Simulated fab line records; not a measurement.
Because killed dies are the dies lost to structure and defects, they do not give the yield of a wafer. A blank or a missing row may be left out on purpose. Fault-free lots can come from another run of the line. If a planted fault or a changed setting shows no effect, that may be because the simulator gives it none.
Matching of chambers :: flow nand_harc :: NHARC_A_STAIRCASE_DESCUM_11 on rie_diel-02: 4 sister chambers
The step chemistry O2, time 3 s. 7 wafers are shown with their chamber, then 10 later ones without.

== EACH WAFER AND ITS CHAMBER ==
wafer: L080.6
chamber: 1
drypump_motor_current_A (A): 5.78
showerhead_plenum_p_Torr (Torr): 2.04

wafer: L085.4
chamber: 0
drypump_motor_current_A (A): 5.61
showerhead_plenum_p_Torr (Torr): 1.78

wafer: L086.1
chamber: 3
drypump_motor_current_A (A): 5.24
showerhead_plenum_p_Torr (Torr): 1.95

wafer: L086.3
chamber: 2
drypump_motor_current_A (A): 6.00
showerhead_plenum_p_Torr (Torr): 1.85

wafer: L086.5
chamber: 3
drypump_motor_current_A (A): 5.23
showerhead_plenum_p_Torr (Torr): 1.95

wafer: L089.1
chamber: 0
drypump_motor_current_A (A): 5.64
showerhead_plenum_p_Torr (Torr): 1.78

wafer: L089.3
chamber: 2
drypump_motor_current_A (A): 6.02
showerhead_plenum_p_Torr (Torr): 1.84

== WAFERS MISSING THEIR CHAMBER ==
wafer: L089.4
drypump_motor_current_A (A): 5.75
showerhead_plenum_p_Torr (Torr): 2.03

wafer: L090.1
drypump_motor_current_A (A): 5.58
showerhead_plenum_p_Torr (Torr): 1.78

wafer: L090.3
drypump_motor_current_A (A): 5.75
showerhead_plenum_p_Torr (Torr): 2.03

wafer: L090.6
drypump_motor_current_A (A): 5.61
showerhead_plenum_p_Torr (Torr): 1.78

wafer: L095.1
drypump_motor_current_A (A): 6.02
showerhead_plenum_p_Torr (Torr): 1.84

wafer: L095.2
drypump_motor_current_A (A): 5.77
showerhead_plenum_p_Torr (Torr): 2.03

wafer: L095.3
drypump_motor_current_A (A): 5.62
showerhead_plenum_p_Torr (Torr): 1.78

wafer: L097.2
drypump_motor_current_A (A): 5.78
showerhead_plenum_p_Torr (Torr): 2.02

wafer: L097.3
drypump_motor_current_A (A): 5.65
showerhead_plenum_p_Torr (Torr): 1.77

wafer: L097.6
drypump_motor_current_A (A): 5.61
showerhead_plenum_p_Torr (Torr): 1.77

== CHAMBER TAKEN BY EACH ==
wafer: L089.4
from the rows above: 1
in truth: 1

wafer: L090.1
from the rows above: 0
in truth: 0

wafer: L090.3
from the rows above: 1
in truth: 1

wafer: L090.6
from the rows above: 0
in truth: 0

wafer: L095.1
from the rows above: 2
in truth: 2

wafer: L095.2
from the rows above: 1
in truth: 1

wafer: L095.3
from the rows above: 0
in truth: 0

wafer: L097.2
from the rows above: 1
in truth: 1

wafer: L097.3
from the rows above: 0
in truth: 0

wafer: L097.6
from the rows above: 0
in truth: 0
10 of 10 placed correctly. Left unplaced by these rows: 0. Number placed wrongly: 0.
How it was worked out, from the rows above alone: a wafer's distance from a chamber is the root of the sum, over the readings, of the square of ((its reading less the chamber's mean) divided by the reading's scatter). If the next closest chamber is less than 2 further off than the closest, the wafer can't be placed; otherwise it belongs to the closest. Each chamber's mean is taken over the wafers shown for it. The scatter is the square root of a quotient: the sum, over the shown wafers, of each reading's squared deviation from its chamber's mean, divided by wafers minus chambers.
